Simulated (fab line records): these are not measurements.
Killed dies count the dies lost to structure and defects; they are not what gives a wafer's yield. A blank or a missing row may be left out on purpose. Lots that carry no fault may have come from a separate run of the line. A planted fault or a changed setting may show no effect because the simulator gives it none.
fab line records | flow nand_harc
record: lots: 13 | wafers: 39 | last_day: 33
route steps=1302 shown A_ONON_D2@549 A_BONDPAD@1232 THIN_TSV@1262 END@1302
lots that met no fault: taken from a fault-free run of the same line
start_h: the number of hours between the record's first day and the start of the first shown wafer of the lot | wait_h: hours from the lot's prior step to this one | " the same as in the row above | L1.1+2: a row that stands for several wafers | - no value present, or no start provided | * or withheld: withheld | < > ~ a bound
route shown NAME@n: names a module that has steps shown in the file, with the first one's number in the route | usual: mean and standard deviation over wafers with no fault | same: alike in all rows | chamber/n: place in a boat | sites: the reading at each site | _std_site: standard deviation across them | _edge_site: inner sites' mean taken away from outer sites' mean | radius_mm: for every site, how far away it sits from the centre of the wafer | mask NAME#n: copy n | behind: the most recent tool/chamber to have shaped the wafer | hold: cause of the lot's hold/its duration in hours/its outcome | device: the transistor (n, p or np) that didn't switch | end of line: the tests these same wafers got at the end of their route | a step with no rows: only its recipe | killed: not the wafer's yield, but the dies lost to structure and defects at the first sort | map: dies across one wafer; x = killed, . = not, _ = none there
set.NAME: the setting that was run; set.NAME@STEP: the one run at that earlier step | model.NAME: the simulator's own value behind a step, which no gauge read
a sample of lots followed through the steps of the route, with each step as a table and each wafer as a row
services: from which hour (start_h, from the record's first day; less than 0 if before it) a tool's chamber was out of use, for how many hours, and why
== steps ==
step: NHARC_A_ONON_D2_DEP_06
recipe: target_thk_a: 10000 | n2_flow_sccm: 2750 | n2o_flow_sccm: 2000 | nh3_flow_sccm: 500 | sih4_flow_sccm: 210 | temp_c: 400
usual: susceptor_temp_C: 400.00/0.23
lot.wafer | tool          | chamber | start_h | wait_h | susceptor_temp_C
L724.1    | pecvd_onon-03 | 0       | 245.94  | 0.1    | 400.25
L724.2    | "             | 0       | "       | "      | 400.34
L724.3    | "             | 0       | "       | "      | 399.99
L726.3    | pecvd_onon-03 | 0       | 275.02  | 0.2    | 399.75
L726.5    | "             | 0       | "       | "      | 400.16
L726.6    | "             | 0       | "       | "      | 399.96
L725.1    | pecvd_onon-03 | 0       | 279.46  | 0.1    | 399.67
L725.3    | "             | 0       | "       | "      | 400.18
L725.5    | "             | 0       | "       | "      | 399.78
L727.1    | pecvd_onon-03 | 0       | 303.62  | 0.1    | 399.76
L727.2    | "             | 0       | "       | "      | 399.97
L727.5    | "             | 0       | "       | "      | 400.10
L735.1    | pecvd_onon-01 | 0       | 361.52  | 0.1    | 400.13
L735.2    | "             | 0       | "       | "      | 400.20
L735.6    | "             | 0       | "       | "      | 400.06
L738.1    | pecvd_onon-04 | 0       | 390.90  | 0.1    | 400.20
L738.4    | "             | 0       | "       | "      | 399.84
L738.5    | "             | 0       | "       | "      | 399.74
L737.3    | pecvd_onon-01 | 0       | 391.04  | 0.2    | 400.01
L737.4    | "             | 0       | "       | "      | 400.23
L737.5    | "             | 0       | "       | "      | 399.89
L740.1    | pecvd_onon-03 | 0       | 422.60  | 0.1    | 400.36
L740.5    | "             | 0       | "       | "      | 400.06
L740.6    | "             | 0       | "       | "      | 400.33
L741.1    | pecvd_onon-04 | 0       | 436.21  | 0.2    | 400.12
L741.2    | "             | 0       | "       | "      | 400.00
L741.5    | "             | 0       | "       | "      | 399.99
L743.1    | pecvd_onon-03 | 0       | 454.44  | 0.1    | 399.98
L743.2    | "             | 0       | "       | "      | 399.73
L743.6    | "             | 0       | "       | "      | 399.84
L744.2    | pecvd_onon-04 | 0       | 461.34  | 0.1    | 400.02
L744.3    | "             | 0       | "       | "      | 400.07
L744.6    | "             | 0       | "       | "      | 400.11
L745.1    | pecvd_onon-04 | 0       | 467.30  | 0.1    | 400.00
L745.3    | "             | 0       | "       | "      | 400.18
L745.4    | "             | 0       | "       | "      | 400.02
L746.1    | pecvd_onon-03 | 0       | 473.12  | 0.1    | 399.55
L746.3    | "             | 0       | "       | "      | 399.65
L746.6    | "             | 0       | "       | "      | 399.65
step: NHARC_A_BONDPAD_THK_MEAS_20
recipe: thk_meas_gauge: xrf
usual: thk_nm: 169.7/1.3
lot.wafer | tool          | chamber | start_h | wait_h | thk_nm
L724.1    | film_metro-02 | -       | 513.66  | -      | 170.4
L724.2    | "             | -       | "       | "      | 170.5
L724.3    | "             | -       | "       | "      | 171.8
L725.1    | film_metro-01 | -       | 524.68  | -      | 167.7
L725.3    | "             | -       | "       | "      | 169.7
L725.5    | "             | -       | "       | "      | 168.6
L726.3    | film_metro-01 | -       | 525.86  | -      | 172.2
L726.5    | "             | -       | "       | "      | 169.5
L726.6    | "             | -       | "       | "      | 169.9
L727.1    | film_metro-02 | -       | 556.96  | -      | 171.2
L727.2    | "             | -       | "       | "      | 169.4
L727.5    | "             | -       | "       | "      | 169.4
L735.1    | film_metro-01 | -       | 619.84  | -      | 170.8
L735.2    | "             | -       | "       | "      | 171.9
L735.6    | "             | -       | "       | "      | 171.8
L737.3    | film_metro-01 | -       | 645.24  | -      | 168.8
L737.4    | "             | -       | "       | "      | 170.1
L737.5    | "             | -       | "       | "      | 170.3
L738.1    | film_metro-01 | -       | 654.90  | -      | 166.9
L738.4    | "             | -       | "       | "      | 169.4
L738.5    | "             | -       | "       | "      | 169.0
L740.1    | film_metro-01 | -       | 667.39  | -      | 169.6
L740.5    | "             | -       | "       | "      | 169.4
L740.6    | "             | -       | "       | "      | 170.6
L741.1    | film_metro-01 | -       | 683.13  | -      | 170.5
L741.2    | "             | -       | "       | "      | 170.5
L741.5    | "             | -       | "       | "      | 169.3
L744.2    | film_metro-02 | -       | 712.11  | -      | 168.2
L744.3    | "             | -       | "       | "      | 167.4
L744.6    | "             | -       | "       | "      | 170.0
L743.1    | film_metro-02 | -       | 713.18  | -      | 169.0
L743.2    | "             | -       | "       | "      | 171.2
L743.6    | "             | -       | "       | "      | 169.4
L746.1    | film_metro-01 | -       | 738.32  | -      | 171.3
L746.3    | "             | -       | "       | "      | 169.3
L746.6    | "             | -       | "       | "      | 170.6
L745.1    | film_metro-02 | -       | 743.27  | -      | 169.0
L745.3    | "             | -       | "       | "      | 169.6
L745.4    | "             | -       | "       | "      | 168.7
step: NHARC_THIN_TSV_ETCH_44
recipe: target_depth_a: 15942 | time_s: 797.1 | cf4_flow_sccm: 150 | o2_flow_sccm: 10 | ar_flow_sccm: 0 | rf_w: 300 | bias_w: 800 | chemistry: CF4/O2
usual: drypump_motor_current_A: 5.6/0.48 | oes_product_au: 0.999/0.007 | rf_vpp_V: 796/3.8 | showerhead_plenum_p_Torr: 1.86/0.062 | throttle_valve_pct: 16.914/0.0094
lot.wafer | tool        | chamber | start_h | wait_h | drypump_motor_current_A | oes_product_au | rf_hours_counter_h | rf_vpp_V | showerhead_plenum_p_Torr | throttle_valve_pct
L724.2    | rie_diel-06 | 2       | 526.03  | 0.1    | 6.4                     | 1.008          | 3.0                | 800      | 1.95                     | 16.910
L724.3    | "           | 3       | "       | "      | 5.6                     | 0.997          | 2.6                | 796      | 1.87                     | 16.906
L724.1    | "           | 0       | "       | "      | 5.8                     | 1.013          | 2.2                | 793      | 1.83                     | 16.922
L725.1    | rie_diel-09 | 1       | 537.57  | 0.1    | 5.2                     | 1.008          | 2.9                | 792      | 1.80                     | 16.902
L725.3    | "           | 2       | "       | "      | 5.2                     | 0.998          | 3.1                | 792      | 1.79                     | 16.900
L725.5    | "           | 0       | "       | "      | 5.4                     | 1.000          | -                  | 797      | 1.87                     | 16.914
L726.3    | rie_diel-08 | 1       | 538.82  | 0.2    | 5.2                     | 0.990          | 0.3                | 802      | 1.95                     | 16.911
L726.5    | "           | 3       | "       | "      | 6.5                     | 0.984          | -                  | 789      | 1.75                     | 16.924
L726.6    | "           | 0       | "       | "      | 5.0                     | 0.991          | -                  | 793      | 1.82                     | 16.910
L727.2    | rie_diel-09 | 1       | 570.91  | 0.1    | 5.1                     | 1.005          | 5.0                | 792      | 1.80                     | 16.918
L727.1    | "           | 2       | "       | "      | 5.2                     | 0.987          | 4.9                | 791      | 1.79                     | 16.926
L727.5    | "           | 2       | "       | "      | 5.2                     | 1.002          | -                  | 792      | 1.79                     | 16.900
L735.1    | rie_diel-08 | 3       | 730.49  | 0.1    | 6.4                     | 0.997          | 1.5                | 790      | 1.75                     | 16.915
L735.2    | "           | 0       | "       | "      | 5.0                     | 0.999          | 1.4                | 794      | 1.82                     | 16.930
L735.6    | "           | 3       | "       | "      | 6.5                     | 0.989          | -                  | 789      | 1.75                     | 16.911
L737.3    | rie_diel-06 | 3       | 734.07  | 0.1    | 5.6                     | 0.994          | 4.7                | 797      | 1.86                     | 16.917
L737.4    | "           | 2       | "       | "      | 6.4                     | 0.997          | 4.8                | 802      | 1.95                     | 16.920
L737.5    | "           | 0       | "       | "      | 5.8                     | 1.005          | -                  | 794      | 1.83                     | 16.912
L738.4    | rie_diel-06 | 3       | 735.28  | 0.1    | 5.6                     | 0.999          | 5.1                | 796      | 1.86                     | 16.915
L738.1    | "           | 1       | "       | "      | 5.4                     | 0.996          | 4.1                | 797      | 1.89                     | 16.929
L738.5    | "           | 0       | "       | "      | 5.8                     | 0.998          | -                  | 796      | 1.83                     | 16.926
L740.1    | rie_diel-06 | 0       | 737.65  | 0.1    | 5.8                     | 1.007          | 5.4                | 794      | 1.83                     | 16.913
L740.6    | "           | 3       | "       | "      | 5.6                     | 0.995          | -                  | 796      | 1.86                     | 16.920
L740.5    | "           | 0       | "       | "      | 5.8                     | 1.002          | -                  | 795      | 1.83                     | 16.930
L741.2    | rie_diel-06 | 1       | 738.83  | 0.1    | 5.4                     | 1.007          | 4.8                | 795      | 1.89                     | 16.930
L741.1    | "           | 3       | "       | "      | 5.6                     | 0.977          | 6.5                | 795      | 1.86                     | 16.925
L741.5    | "           | 1       | "       | "      | 5.4                     | 1.002          | -                  | 798      | 1.89                     | 16.911
L744.2    | rie_diel-09 | 0       | 741.25  | 0.1    | 5.4                     | 1.003          | 4.0                | 796      | 1.87                     | 16.925
L744.3    | "           | 3       | "       | "      | 5.7                     | 0.993          | 3.6                | 798      | 1.88                     | 16.918
L744.6    | "           | 1       | "       | "      | 5.2                     | 1.001          | -                  | 794      | 1.80                     | 16.909
L743.2    | rie_diel-06 | 2       | 742.57  | 0.1    | 6.4                     | 0.999          | 6.7                | 801      | 1.95                     | 16.917
L743.1    | "           | 0       | "       | "      | 5.8                     | 1.001          | 6.3                | 795      | 1.83                     | 16.918
L743.6    | "           | 2       | "       | "      | 6.4                     | 0.997          | -                  | 802      | 1.95                     | 16.916
L746.3    | rie_diel-08 | 0       | 750.39  | 0.1    | 5.0                     | 1.007          | 3.4                | 794      | 1.82                     | 16.920
L746.1    | "           | 1       | "       | "      | 5.3                     | 1.006          | 3.1                | 801      | 1.95                     | 16.918
L746.6    | "           | 0       | "       | "      | 5.0                     | 1.009          | -                  | 794      | 1.82                     | 16.920
L745.3    | rie_diel-08 | 2       | 756.20  | 0.1    | 5.9                     | 1.003          | 3.5                | 799      | 1.91                     | 16.901
L745.1    | "           | 0       | "       | "      | 5.0                     | 1.000          | 4.1                | 795      | 1.82                     | 16.917
L745.4    | "           | 1       | "       | "      | 5.2                     | 0.996          | 3.5                | 801      | 1.95                     | 16.922
step: NHARC_THIN_TSV_CD_MEAS_37
usual: cd_nm: 4999.8/1.8
lot.wafer | tool      | chamber | start_h | wait_h | cd_nm
L724.1    | cd_sem-02 | -       | 533.33  | -      | 5003.9
L724.2    | "         | -       | "       | "      | 5002.9
L724.3    | "         | -       | "       | "      | 5003.0
L725.1    | cd_sem-02 | -       | 544.58  | -      | 5001.8
L725.3    | "         | -       | "       | "      | 5001.2
L725.5    | "         | -       | "       | "      | 5000.6
L726.3    | cd_sem-03 | -       | 545.84  | -      | 4995.6
L726.5    | "         | -       | "       | "      | 4999.0
L726.6    | "         | -       | "       | "      | 5000.6
L727.1    | cd_sem-03 | -       | 578.03  | -      | 4999.7
L727.2    | "         | -       | "       | "      | 4998.8
L727.5    | "         | -       | "       | "      | 4998.7
L735.1    | cd_sem-01 | -       | 737.50  | -      | 4997.1
L735.2    | "         | -       | "       | "      | 4996.2
L735.6    | "         | -       | "       | "      | 4999.7
L737.3    | cd_sem-01 | -       | 741.16  | -      | 4999.5
L737.4    | "         | -       | "       | "      | 5002.7
L737.5    | "         | -       | "       | "      | 4999.9
L738.1    | cd_sem-03 | -       | 742.42  | -      | 5000.9
L738.4    | "         | -       | "       | "      | 5001.8
L738.5    | "         | -       | "       | "      | 5001.0
L740.1    | cd_sem-01 | -       | 744.71  | -      | 4998.4
L740.5    | "         | -       | "       | "      | 5001.1
L740.6    | "         | -       | "       | "      | 5001.1
L741.1    | cd_sem-02 | -       | 745.94  | -      | 5001.3
L741.2    | "         | -       | "       | "      | 5000.3
L741.5    | "         | -       | "       | "      | 4999.8
L744.2    | cd_sem-01 | -       | 748.23  | -      | 4997.9
L744.3    | "         | -       | "       | "      | 4997.9
L744.6    | "         | -       | "       | "      | 4997.9
L743.1    | cd_sem-02 | -       | 749.89  | -      | 4998.6
L743.2    | "         | -       | "       | "      | 4999.2
L743.6    | "         | -       | "       | "      | 5000.7
L746.1    | cd_sem-01 | -       | 757.50  | -      | 5001.1
L746.3    | "         | -       | "       | "      | 4999.0
L746.6    | "         | -       | "       | "      | 4997.4
L745.1    | cd_sem-03 | -       | 763.39  | -      | 5001.2
L745.3    | "         | -       | "       | "      | 5000.2
L745.4    | "         | -       | "       | "      | 4999.7
step: NHARC_END_SORT_01
recipe: temp_c: 25
usual: killed_at_array: 47/14 | killed_at_other: 0.5/0.72 | killed_at_periphery: 4/3.1 | killed_dies: 52/15 | killed_open: 3.2/1.9 | killed_short: 2.4/1.7
same: gross_dies: 677
lot.wafer | tool      | chamber | start_h | wait_h | killed_at_array | killed_at_other | killed_at_periphery | killed_dies | killed_open | killed_short
L725.1    | prober-02 | 0       | 559.94  | 2.5    | 107             | 0               | 3                   | 110         | 2           | 1
L725.3    | prober-02 | 0       | 561.52  | 3.1    | 123             | 0               | 4                   | 127         | 3           | 1
L725.5    | prober-02 | 0       | 563.10  | 3.7    | 127             | 0               | 3                   | 130         | 2           | 4
L727.1    | prober-01 | 0       | 584.44  | 2.5    | 160             | 0               | 3                   | 163         | 5           | 1
L727.2    | prober-01 | 0       | 585.23  | 2.8    | 151             | 0               | 1                   | 152         | 3           | 1
L727.5    | prober-01 | 0       | 587.62  | 3.7    | 164             | 0               | 2                   | 166         | 4           | 1
L735.1    | prober-01 | 0       | 750.85  | 2.4    | 42              | 0               | 9                   | 51          | 1           | 1
L735.2    | prober-01 | 0       | 751.65  | 2.8    | 32              | 1               | 3                   | 36          | 4           | 0
L735.6    | prober-01 | 0       | 754.85  | 4.0    | 41              | 0               | 9                   | 50          | 6           | 0
killed by level:class
L725.1 A_ONON_D2:unspecified=95 A_CHANNEL_HOLE_D2:chamber_film_flake=3 A_STAIRCASE:chamber_film_flake=3 P_GATE:chamber_film_flake=2 A_ONON_D1:geometric_particle:open=1 A_ONON_D2:geometric_particle:short=1 A_WL_FILL:geometric_particle:open=1 P_ZERO_WELL:chamber_film_flake=1
L725.3 A_ONON_D2:unspecified=103 A_CHANNEL_HOLE_D2:chamber_film_flake=6 A_CHANNEL_FILL_D2:chamber_film_flake=3 P_M2:chamber_film_flake=2 A_DECK1_JOINT:chamber_film_flake=2 A_STAIRCASE:chamber_film_flake=2 A_BLC:chamber_film_flake=2 P_GATE:geometric_particle:open=1
L725.5 A_ONON_D2:unspecified=104 A_CHANNEL_HOLE_D2:chamber_film_flake=13 A_CHANNEL_FILL_D2:geometric_particle:short=2 P_GATE:chamber_film_flake=2 A_STAIRCASE:chamber_film_flake=2 A_CHANNEL_HOLE_D1:geometric_particle:open=1 A_WL_FILL:geometric_particle:short=1 A_M0:geometric_particle:short=1
L727.1 A_ONON_D2:unspecified=104 A_CHANNEL_HOLE_D2:chamber_film_flake=32 A_SLIT:chamber_film_flake=14 A_DECK1_JOINT:geometric_particle:open=2 P_GATE:geometric_particle:open=1 P_M1:geometric_particle:open=1 A_ONON_D1:geometric_particle:short=1 A_CHANNEL_FILL_D1:geometric_particle:open=1
L727.2 A_ONON_D2:unspecified=99 A_SLIT:chamber_film_flake=23 A_CHANNEL_HOLE_D2:chamber_film_flake=23 P_M0:geometric_particle:open=1 A_DECK1_JOINT:geometric_particle:open=1 A_BLC:geometric_particle:short=1 A_M0:geometric_particle:open=1 A_CHANNEL_HOLE_D1:chamber_film_flake=1
L727.5 A_ONON_D2:unspecified=102 A_CHANNEL_HOLE_D2:chamber_film_flake=29 A_SLIT:chamber_film_flake=23 A_CHANNEL_FILL_D2:geometric_particle:open=2 A_CHANNEL_HOLE_D1:chamber_film_flake=2 P_M0:geometric_particle:open=1 A_CHANNEL_HOLE_D1:geometric_particle:short=1 A_SLIT:geometric_particle:open=1
L735.1 A_CHANNEL_HOLE_D1:chamber_film_flake=33 P_CONTACT:chamber_film_flake=4 A_M0:chamber_film_flake=3 P_ZERO_WELL:chamber_film_flake=2 P_STI:chamber_film_flake=2 A_WL_FILL:chamber_film_flake=2 P_CONTACT:geometric_particle:open=1 A_CHANNEL_FILL_D1:geometric_particle:short=1
L735.2 A_CHANNEL_HOLE_D1:chamber_film_flake=20 A_SLIT:chamber_film_flake=3 A_WL_FILL:chamber_film_flake=3 P_M2:geometric_particle:open=1 A_ONON_D1:geometric_particle:open=1 A_STAIRCASE:geometric_particle:open=1 STARTING-WAFER:geometric_particle:open=1 P_ZERO_WELL:chamber_film_flake=1
L735.6 A_CHANNEL_HOLE_D1:chamber_film_flake=29 P_CONTACT:chamber_film_flake=4 P_ZERO_WELL:chamber_film_flake=3 A_CONTACT:geometric_particle:open=2 A_M0:geometric_particle:open=2 A_WL_FILL:chamber_film_flake=2 A_M0:chamber_film_flake=2 P_M2:geometric_particle:open=1
== services ==
tool          | chamber | start_h | hours | kind
rie_diel-06   | 0       | 242.11  | 5.0   | repair
rie_diel-06   | -       | 283.23  | 9.0   | pm
pecvd_onon-04 | -       | 287.00  | 13.0  | pm
rie_diel-06   | 3       | 313.01  | 11.1  | repair
rie_diel-08   | -       | 343.80  | 9.0   | pm
pecvd_onon-03 | -       | 384.00  | 13.0  | pm
rie_diel-06   | 0       | 393.51  | 34.2  | repair
rie_diel-06   | 3       | 424.03  | 4.1   | repair
rie_diel-06   | 1       | 438.22  | 7.9   | repair
rie_diel-06   | -       | 460.23  | 9.0   | pm
pecvd_onon-04 | -       | 468.23  | 13.0  | pm
rie_diel-08   | -       | 475.24  | 0.2   | repair
pecvd_onon-04 | -       | 488.28  | 5.4   | repair
rie_diel-06   | -       | 508.91  | 0.5   | repair
rie_diel-08   | -       | 520.80  | 9.0   | pm
rie_diel-06   | 1       | 535.57  | 6.8   | repair
pecvd_onon-03 | -       | 565.00  | 13.0  | pm
rie_diel-06   | 0       | 585.90  | 14.8  | repair
rie_diel-06   | 2       | 585.93  | 2.6   | repair
rie_diel-06   | 3       | 588.93  | 5.8   | repair
rie_diel-06   | -       | 637.23  | 9.0   | pm
rie_diel-06   | 2       | 685.64  | 4.8   | repair
rie_diel-06   | 1       | 696.47  | 6.1   | repair
pecvd_onon-03 | -       | 746.00  | 13.0  | pm
== key ==
first_sign: step: NHARC_END_SORT_01 | reading: killed_at_array | direction: up | sigmas: 6.4 | usual: 47 | struck: 139
effect: step: NHARC_END_SORT_01 | reading: killed_dies | direction: up | sigmas: 5.9 | usual: 52 | struck: 141
more_kills_born_at: NHARC_A_ONON_D2_DEP_06@pecvd_onon-03: 607
met_at NHARC_A_ONON_D2_DEP_06
struck_lots L725,L727
tester_left_out L725,L727
not_acting_at NHARC_A_BONDPAD_THK_MEAS_20,NHARC_THIN_TSV_ETCH_44,NHARC_THIN_TSV_CD_MEAS_37
onset_between 275.02 279.46
fault: kind: chamber_particle_source | tool: pecvd_onon-03 | chamber: - | onset_h: 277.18 | steps: NHARC_A_ONON_D2_DEP_06 | rate_per_visit_cm2: 1.6671 | end_h: 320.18
tester_left_out: of these lots the tester's yield and bins aren't shown, on N5 and GAA mostly nor the transistor test; their killed dies are dies lost to structure and defects alone, not to doping, threshold or leakage, so they don't give the yield
